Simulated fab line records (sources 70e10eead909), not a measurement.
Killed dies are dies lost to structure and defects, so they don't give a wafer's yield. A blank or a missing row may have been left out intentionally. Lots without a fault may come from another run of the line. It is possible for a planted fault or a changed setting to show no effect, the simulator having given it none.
Chamber matching -- flow nand-harc -- NHARC_A_STAIRCASE_ETCH_444 on rie-diel-10 has 4 sister chambers
The step etches the open film in C4F8/O2, target depth 20400 nm, time 6800 s. 4 wafers are shown with their chamber, then 10 later ones without.

## WAFERS PAIRED WITH THEIR CHAMBERS
wafer,chamber,rf-vpp-V (V)
L085.1,3,806
L085.2,0,806
L086.1,2,813
L086.2,1,805

## WAFERS WHOSE CHAMBER IS MISSING
wafer,rf-vpp-V (V)
L086.5,806
L089.2,805
L089.4,812
L089.5,806
L091.1,805
L091.2,806
L091.3,805
L095.3,813
L095.4,805
L095.5,811

## THE CHAMBER EACH PASSED THROUGH
wafer,from the rows above,in truth
L086.5,can't be placed: 0 or 3 or 1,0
L089.2,can't be placed: 1 or 0 or 3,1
L089.4,2,2
L089.5,can't be placed: 0 or 3 or 1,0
L091.1,can't be placed: 1 or 0 or 3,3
L091.2,can't be placed: 0 or 3 or 1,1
L091.3,can't be placed: 1 or 0 or 3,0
L095.3,2,2
L095.4,can't be placed: 1 or 0 or 3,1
L095.5,2,2
Placed correctly: 3 of 10. Cannot be placed on the basis of these rows: 7; the candidates contain the true chamber in 7. 0 placed wrongly.
How it was worked out, from the rows above alone: a wafer's distance from a chamber is the root of the sum, over the readings, of the square of ((its reading less the chamber's mean) divided by the reading's scatter). If the next closest chamber is less than 2 further off than the closest, the wafer can't be placed; otherwise it belongs to the closest. Each chamber's mean is taken over the wafers shown for it. The scatter (one wafer shown for each chamber): square how far every hidden wafer sits from the nearest shown wafer, average those squares and take the square root.
